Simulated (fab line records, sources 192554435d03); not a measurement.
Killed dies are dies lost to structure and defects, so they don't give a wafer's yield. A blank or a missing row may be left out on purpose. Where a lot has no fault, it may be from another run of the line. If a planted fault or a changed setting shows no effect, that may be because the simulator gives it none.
Lot-split experiment + flow n5 finfet + 39 wafers read from 7 lots, route of 1938 steps

== ABOUT THE SPLIT ==
At N5_BEOL_M11_ETCH_62 (etches SOC in N2/H2, target depth 110 nm, overetch 22 nm, time 165 s), the setting time s was moved away from the recipe's 165 s on 18 of the 39 wafers read, by -32.7% to +42.1%. The other wafers ran this setting at the recipe's value.

The reading comes from the split's own step.

== THE READING ==
SiARC_of_BEOL_M11_COAT_60.thk nm (the simulator's own value, which no gauge read), in nm, at N5_BEOL_M11_ETCH_62 (etches SOC in N2/H2, target depth 110 nm, overetch 22 nm, time 165 s). The file gives no usual value for it. Average 23.6 nm, standard deviation 0.14 nm, over the 21 wafers here run with the recipe.

| wafer  | tool, chamber at the split | time s as run, s | against the recipe | SiARC_of_BEOL_M11_COAT_60.thk nm, nm | against lot-mates on the recipe |
|--------|----------------------------|------------------|--------------------|--------------------------------------|---------------------------------|
| L075.1 | rie diel-06, 0             | 165              | recipe             | 23.8                                 | -                               |
| L075.2 | rie diel-06, 3,1           | 111              | -32.7%             | 25.6                                 | +2.0                            |
| L075.5 | rie diel-06, 3,1           | 111              | -32.7%             | 25.6                                 | +2.0                            |
| L075.3 | rie diel-06, 2             | 165              | recipe             | 23.6                                 | -                               |
| L075.4 | rie diel-06, 1             | 165              | recipe             | 23.4                                 | -                               |
| L075.6 | rie diel-06, 2             | 111              | -32.7%             | 25.8                                 | +2.2                            |
| L074.1 | rie diel-02, 1             | 165              | recipe             | 23.8                                 | -                               |
| L074.2 | rie diel-02, 3,1           | 136.7            | -17.2%             | 24.8                                 | +1.3                            |
| L074.5 | rie diel-02, 3,1           | 136.7            | -17.2%             | 24.8                                 | +1.3                            |
| L074.3 | rie diel-02, 2             | 136.7            | -17.2%             | 25                                   | +1.5                            |
| L074.4 | rie diel-02, 0             | 165              | recipe             | 23.4                                 | -                               |
| L074.6 | rie diel-02, 0             | 165              | recipe             | 23.4                                 | -                               |
| L078.1 | rie diel-06, 2,0,0         | 165              | recipe             | 23.6                                 | -                               |
| L078.2 | rie diel-06, 2,0,0         | 165              | recipe             | 23.6                                 | -                               |
| L078.6 | rie diel-06, 2,0,0         | 165              | recipe             | 23.6                                 | -                               |
| L079.1 | rie diel-04, 1,3           | 165              | recipe             | 23.6                                 | -                               |
| L079.2 | rie diel-04, 1,3           | 165              | recipe             | 23.6                                 | -                               |
| L079.3 | rie diel-04, 0             | 165              | recipe             | 23.4                                 | -                               |
| L079.4 | rie diel-04, 2             | 234.5            | +42.1%             | 20.6                                 | -2.9                            |
| L079.5 | rie diel-04, 0             | 234.5            | +42.1%             | 20.8                                 | -2.7                            |
| L079.6 | rie diel-04, 1             | 234.5            | +42.1%             | 21                                   | -2.5                            |
| L081.1 | rie diel-04, 0             | 165              | recipe             | 23.6                                 | -                               |
| L081.2 | rie diel-04, 1,3           | 209.1            | +26.7%             | 21.8                                 | -1.7                            |
| L081.3 | rie diel-04, 1,3           | 209.1            | +26.7%             | 21.8                                 | -1.7                            |
| L081.4 | rie diel-04, 2             | 165              | recipe             | 23.4                                 | -                               |
| L081.6 | rie diel-04, 2             | 165              | recipe             | 23.4                                 | -                               |
| L081.5 | rie diel-04, 3             | 209.1            | +26.7%             | 21.6                                 | -1.9                            |
| L085.1 | rie diel-02, 0             | 134.5            | -18.5%             | 24.4                                 | +0.7                            |
| L085.2 | rie diel-02, 2             | 165              | recipe             | 23.8                                 | -                               |
| L085.3 | rie diel-02, 3,1           | 165              | recipe             | 23.6                                 | -                               |
| L085.4 | rie diel-02, 3,1           | 165              | recipe             | 23.6                                 | -                               |
| L085.5 | rie diel-02, 2             | 134.5            | -18.5%             | 25                                   | +1.3                            |
| L085.6 | rie diel-02, 1             | 134.5            | -18.5%             | 24.8                                 | +1.1                            |
| L097.1 | rie diel-06, 3,2           | 165              | recipe             | 23.8                                 | -                               |
| L097.6 | rie diel-06, 3,2           | 165              | recipe             | 23.8                                 | -                               |
| L097.2 | rie diel-06, 1,3           | 203.8            | +23.5%             | 22.2                                 | -1.5                            |
| L097.5 | rie diel-06, 1,3           | 203.8            | +23.5%             | 22.2                                 | -1.5                            |
| L097.3 | rie diel-06, 0             | 203.8            | +23.5%             | 22.4                                 | -1.3                            |
| L097.4 | rie diel-06, 2             | 165              | recipe             | 23.6                                 | -                               |
Rows listing several chambers each stand for several wafers; the file does not say which wafer went through which chamber.

THE FIT
A straight line over all 39 wafers: SiARC_of_BEOL_M11_COAT_60.thk nm changes by -0.0652 nm for each +1% of time s; r = -0.99; the points scatter about the line by 0.17 nm.
The same after taking each lot's own level away (the mean of its wafers on the recipe; 39 wafers): -0.0645 nm for each +1%; r = -0.99; scatter 0.15 nm.
That fit puts the effect of the largest move of time s on the reading at 2.7 nm.
From 23.47 to 23.73 nm: that is the span of the lots' own levels, equal to 1.8 times the standard deviation above.
The two slopes are in agreement: the lot-to-lot level therefore moves the slope only a little.
Check: with one of the wafers moved furthest among these (+42.1%) left out of the fit, the line predicts -2.67 nm for it against its lot-mates. Against them it came out at -2.93 nm.

== FURTHER SPLITS ON THESE WAFERS ==
Before the reading, these wafers also passed through other splits. Each is held against what the fit with the lots' levels taken away leaves over:
| other split on the same wafers           | wafers away from the commonest value | r with SiARC_of_BEOL_M11_COAT_60.thk nm (lot level and that fit taken away) |
|------------------------------------------|--------------------------------------|-----------------------------------------------------------------------------|
| N5_BEOL_M8_TRENCH_ETCH_37 target depth a | 9                                    | +0.20                                                                       |

== THE WHOLE CHAIN: every reading that the file lists as answering this split, in the file's order ==
| step                   | what it does                                                         | reading                                                                           | change (the file's fit)                                                              | r (the file's) |
|------------------------|----------------------------------------------------------------------|-----------------------------------------------------------------------------------|--------------------------------------------------------------------------------------|----------------|
| N5_BEOL_M11_ETCH_62    | etches SOC in N2/H2, target depth 110 nm, overetch 22 nm, time 165 s | SiARC_of_BEOL_M11_COAT_60.thk nm (the simulator's own value, which no gauge read) | -0.0645 nm for each +1% of the setting                                               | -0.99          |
| N5_BEOL_M11_HM_OPEN_17 | chemistry Cl2/BCl3, target TiN, target depth 20 nm, overetch 6 nm    | etch.depth nm (the simulator's own value, which no gauge read)                    | not straight: 19.95 at the lowest setting, 20.17 at the recipe, 13.54 at the highest | not given      |

== THE FILE'S OWN FIT ==
SiARC_of_BEOL_M11_COAT_60.thk nm changes by -0.0645 nm for each +1% of time s, r = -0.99.
